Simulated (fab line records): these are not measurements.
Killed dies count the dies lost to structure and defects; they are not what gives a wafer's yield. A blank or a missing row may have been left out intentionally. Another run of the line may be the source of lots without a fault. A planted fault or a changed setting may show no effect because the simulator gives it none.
Split-lot experiment | flow n5 finfet | route with 1938 steps; 7 lots, 39 wafers read

## ON THE SPLIT
At N5_MOL_CONTACT_COAG_VIA_ETCH_46 (etches SiO2 in C4F6/O2, target depth 46 nm, overetch 9.2 nm, time 40 s), the setting target depth a was moved away from the recipe's 460 angstrom on 18 of the 39 wafers read, by -50.0% to +42.0%. For the rest of the wafers, this setting stayed at what the recipe calls for.

The split's own step is where the reading is taken.

## THE READING
SOC_of_MOL_CONTACT_COAG_COAT_75.thk nm (the simulator's own value, which no gauge read), in nm, at N5_MOL_CONTACT_COAG_VIA_ETCH_46 (etches SiO2 in C4F6/O2, target depth 46 nm, overetch 9.2 nm, time 40 s). The file does not state a usual value for it. Here, 21 wafers ran the recipe; their average is 50.9 nm with a standard deviation of 0.25 nm.

wafer  | tool, chamber at the split | target depth a as run, angstrom | against the recipe | SOC_of_MOL_CONTACT_COAG_COAT_75.thk nm, nm | against lot-mates on the recipe
L076.1 | rie diel-02, 0             | 460                             | recipe             | 51.4                                       | -
L076.2 | rie diel-02, 3             | 582                             | +26.5%             | 49.4                                       | -1.7
L076.3 | rie diel-02, 2             | 460                             | recipe             | 51.2                                       | -
L076.4 | rie diel-02, 0             | 582                             | +26.5%             | 50                                         | -1.1
L076.5 | rie diel-02, 2             | 582                             | +26.5%             | 49.6                                       | -1.5
L076.6 | rie diel-02, 3             | 460                             | recipe             | 50.8                                       | -
L086.1 | rie diel-02, 0             | 230.1                           | -50.0%             | 53.8                                       | +2.8
L086.2 | rie diel-02, 3             | 230.1                           | -50.0%             | 53.6                                       | +2.6
L086.3 | rie diel-02, 1             | 230.1                           | -50.0%             | 53.4                                       | +2.4
L086.4 | rie diel-02, 2             | 460                             | recipe             | 51.2                                       | -
L086.5 | rie diel-02, 1             | 460                             | recipe             | 50.8                                       | -
L086.6 | rie diel-02, 2             | 460                             | recipe             | 51                                         | -
L090.1 | rie diel-03, 2             | 460                             | recipe             | 50.6                                       | -
L090.2 | rie diel-03, 0             | 460                             | recipe             | 50.6                                       | -
L090.3 | rie diel-03, 3             | 602.7                           | +31.0%             | 49.6                                       | -1.0
L090.4 | rie diel-03, 1             | 602.7                           | +31.0%             | 48.8                                       | -1.8
L090.5 | rie diel-03, 0             | 460                             | recipe             | 50.6                                       | -
L090.6 | rie diel-03, 1             | 602.7                           | +31.0%             | 49                                         | -1.6
L091.1 | rie diel-03, 2             | 460                             | recipe             | 50.8                                       | -
L091.2 | rie diel-03, 0             | 330.6                           | -28.1%             | 52.4                                       | +1.5
L091.3 | rie diel-03, 1             | 330.6                           | -28.1%             | 52.4                                       | +1.5
L091.4 | rie diel-03, 3             | 460                             | recipe             | 51.2                                       | -
L091.5 | rie diel-03, 0             | 460                             | recipe             | 50.8                                       | -
L091.6 | rie diel-03, 1             | 330.6                           | -28.1%             | 52.6                                       | +1.7
L094.1 | rie diel-06, 2             | 653.3                           | +42.0%             | 48.4                                       | -2.4
L094.2 | rie diel-06, 0             | 653.3                           | +42.0%             | 49.2                                       | -1.6
L094.3 | rie diel-06, 3             | 460                             | recipe             | 50.8                                       | -
L094.4 | rie diel-06, 1             | 460                             | recipe             | 50.8                                       | -
L094.5 | rie diel-06, 3             | 460                             | recipe             | 50.8                                       | -
L094.6 | rie diel-06, 2             | 653.3                           | +42.0%             | 48.4                                       | -2.4
L095.1 | rie diel-03, 1             | 369.2                           | -19.7%             | 51.8                                       | +0.9
L095.2 | rie diel-03, 3             | 460                             | recipe             | 51                                         | -
L095.3 | rie diel-03, 2             | 460                             | recipe             | 51                                         | -
L095.4 | rie diel-03, 3             | 369.2                           | -19.7%             | 52.2                                       | +1.3
L095.5 | rie diel-03, 2             | 369.2                           | -19.7%             | 51.6                                       | +0.7
L095.6 | rie diel-03, 1             | 460                             | recipe             | 50.6                                       | -
L096.1 | rie diel-02, 0             | 460                             | recipe             | 51.4                                       | -
L096.4 | rie diel-02, 1             | 460                             | recipe             | 50.6                                       | -
L096.5 | rie diel-02, 2             | 460                             | recipe             | 51                                         | -

THE FIT
A straight line over all 39 wafers: SOC_of_MOL_CONTACT_COAG_COAT_75.thk nm changes by -0.0534 nm for each +1% of target depth a; r = -0.98; the points scatter about the line by 0.27 nm.
The same after taking each lot's own level away (the mean of its wafers on the recipe; 39 wafers): -0.0516 nm for each +1%; r = -0.98; scatter 0.24 nm.
That fit puts the effect of the largest move of target depth a on the reading at 2.6 nm.
The lots' own levels span 50.60 to 51.13 nm, that is 2.1 times the standard deviation above.
So the lot-to-lot level changes the slope little: the two slopes agree.
Check: for one of the wafers moved furthest among these (-50.0%), held out of the fit, the line's prediction against its lot-mates is +2.56 nm. It came out at +2.8 nm against them.

## THE OTHER SPLITS THESE WAFERS WENT THROUGH
Other splits were also applied to these wafers ahead of the reading. Each is held against what the fit with the lots' levels taken away leaves over:
other split on the same wafers     | wafers away from the commonest value | r with SOC_of_MOL_CONTACT_COAG_COAT_75.thk nm (lot level and that fit taken away)
N5_ZERO_LAYER_PECVD_02 time s      | 18                                   | -0.21
N5_FIN_SAQP_HM_DEP_72 target thk a | 15                                   | -0.03
N5_SD_EPI_N_ETCH_16 target depth a | 12                                   | -0.06

## THE WHOLE CHAIN: every reading that the file lists as answering this split, in the file's order
step                            | what it does                                                           | reading                                                                                 | change (the file's fit)                                                                       | r (the file's)
N5_MOL_CONTACT_COAG_VIA_ETCH_46 | etches SiO2 in C4F6/O2, target depth 46 nm, overetch 9.2 nm, time 40 s | etch.depth nm (the simulator's own value, which no gauge read)                          | not straight: 32.07 at the lowest setting, 46.26 at the recipe, 45.39 at the highest          | not given
N5_MOL_CONTACT_COAG_VIA_ETCH_46 | etches SiO2 in C4F6/O2, target depth 46 nm, overetch 9.2 nm, time 40 s | SOC_of_MOL_CONTACT_COAG_COAT_75.thk nm (the simulator's own value, which no gauge read) | -0.0516 nm for each +1% of the setting                                                        | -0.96
N5_MOL_CONTACT_COAG_ETCH_47     | etches SiNx in CH3F/O2, stops on W, target depth 27 nm                 | etch rf on time s                                                                       | not straight: withheld at the lowest setting, withheld at the recipe, withheld at the highest | not given

## THE FILE'S OWN FIT
SOC_of_MOL_CONTACT_COAG_COAT_75.thk nm changes by -0.0516 nm for each +1% of target depth a, r = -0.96.
